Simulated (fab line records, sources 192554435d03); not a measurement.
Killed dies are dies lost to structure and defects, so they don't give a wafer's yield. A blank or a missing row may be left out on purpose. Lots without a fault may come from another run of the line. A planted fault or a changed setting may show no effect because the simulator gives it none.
Split-lot experiment | flow n5_finfet | 7 lots, 39 wafers read, on a route of 1938 steps

THE SPLIT
At N5_BEOL_M0_SAQP_DEVELOP_13 (develop time 30 s), the setting develop_time_s was moved away from the recipe's 30 s on 15 of the 39 wafers read, by -50.7% to +49.9%. The other wafers ran this setting at the recipe's value.

The file shows no step between the split and the reading.

THE READING
cd_nm, in nm, at N5_BEOL_M0_SAQP_CD_MEAS_14 (target cd 42.5 nm). Fault-free wafers of this fab line usually give 42.4 nm, standard deviation 0.37 nm.

wafer  | tool, chamber at the split | develop_time_s as run, s | against the recipe | cd_nm, nm | against lot-mates on the recipe
L078.1 | litho_track-04, 0          | 14.79                    | -50.7%             | 43.9      | +1.3
L078.2 | litho_track-04, 0          | 30                       | recipe             | 42.7      | -
L078.3 | litho_track-04, 0          | 30                       | recipe             | 42.5      | -
L078.4 | litho_track-04, 0          | 14.79                    | -50.7%             | 43.9      | +1.3
L078.5 | litho_track-04, 0          | 14.79                    | -50.7%             | 43.7      | +1.1
L078.6 | litho_track-04, 0          | 30                       | recipe             | 42.5      | -
L084.2 | litho_track-02, 0          | 30                       | recipe             | 43.4      | -
L084.4 | litho_track-02, 0          | 30                       | recipe             | 43.4      | -
L084.5 | litho_track-02, 0          | 30                       | recipe             | 42.8      | -
L085.1 | litho_track-02, 0          | 30                       | recipe             | 42.6      | -
L085.2 | litho_track-02, 0          | 16.11                    | -46.3%             | 44.6      | +1.8
L085.3 | litho_track-02, 0          | 30                       | recipe             | 43.0      | -
L085.4 | litho_track-02, 0          | 30                       | recipe             | 42.7      | -
L085.5 | litho_track-02, 0          | 16.11                    | -46.3%             | 44.1      | +1.3
L085.6 | litho_track-02, 0          | 16.11                    | -46.3%             | 44.4      | +1.6
L087.1 | litho_track-02, 0          | 30                       | recipe             | 42.6      | -
L087.2 | litho_track-02, 0          | 37.17                    | +23.9%             | 41.2      | -1.2
L087.3 | litho_track-02, 0          | 30                       | recipe             | 42.1      | -
L087.4 | litho_track-02, 0          | 37.17                    | +23.9%             | 42.0      | -0.4
L087.5 | litho_track-02, 0          | 37.17                    | +23.9%             | 41.9      | -0.5
L087.6 | litho_track-02, 0          | 30                       | recipe             | 42.5      | -
L089.1 | litho_track-04, 0          | 30                       | recipe             | 42.6      | -
L089.2 | litho_track-04, 0          | 30                       | recipe             | 42.1      | -
L089.3 | litho_track-04, 0          | 30                       | recipe             | 41.9      | -
L089.4 | litho_track-04, 0          | 30                       | recipe             | 41.8      | -
L089.5 | litho_track-04, 0          | 30                       | recipe             | 42.2      | -
L089.6 | litho_track-04, 0          | 30                       | recipe             | 42.0      | -
L093.1 | litho_track-04, 0          | 30                       | recipe             | 43.0      | -
L093.2 | litho_track-04, 0          | 30                       | recipe             | 42.3      | -
L093.3 | litho_track-04, 0          | 30                       | recipe             | 42.7      | -
L093.4 | litho_track-04, 0          | 35.95                    | +19.8%             | 41.8      | -0.9
L093.5 | litho_track-04, 0          | 35.95                    | +19.8%             | 42.0      | -0.7
L093.6 | litho_track-04, 0          | 35.95                    | +19.8%             | 42.0      | -0.7
L095.1 | litho_track-04, 0          | 30                       | recipe             | 42.5      | -
L095.2 | litho_track-04, 0          | 44.97                    | +49.9%             | 41.0      | -1.4
L095.3 | litho_track-04, 0          | 44.97                    | +49.9%             | 41.3      | -1.1
L095.4 | litho_track-04, 0          | 30                       | recipe             | 42.6      | -
L095.5 | litho_track-04, 0          | 30                       | recipe             | 42.2      | -
L095.6 | litho_track-04, 0          | 44.97                    | +49.9%             | 41.2      | -1.2

THE FIT
A straight line over all 39 wafers: cd_nm changes by -0.0307 nm for each +1% of develop_time_s; r = -0.90; the points scatter about the line by 0.38 nm.
The same after taking each lot's own level away (the mean of its wafers on the recipe; 39 wafers): -0.0285 nm for each +1%; r = -0.95; scatter 0.25 nm.
On that fit, the largest move of develop_time_s shifts the reading by 1.4 nm.
The lots' own levels span 42.10 to 43.20 nm, that is 3.0 times the standard deviation above.
So the lot-to-lot level changes the slope little: the two slopes agree.
Check: with one of the wafers moved furthest among these (-50.7%) left out of the fit, the line predicts +1.47 nm for it against its lot-mates. It came out at +1.33 nm against them.

OTHER SPLITS ON THESE WAFERS
These wafers also went through other splits before the reading. Each is held against what the fit with the lots' levels taken away leaves over:
other split on the same wafers      | wafers away from the commonest value | r with cd_nm (lot level and that fit taken away)
N5_SD_EPI_N_DESCUM_14 time_s        | 9                                    | -0.12
N5_HKMG_FIN_ALD_72 ald_cycles       | 15                                   | -0.28
N5_MOL_CONTACT_COAG_PECVD_31 time_s | 15                                   | -0.05

THE FILE'S OWN FIT
cd_nm changes by -0.0285 nm for each +1% of develop_time_s, r = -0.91.
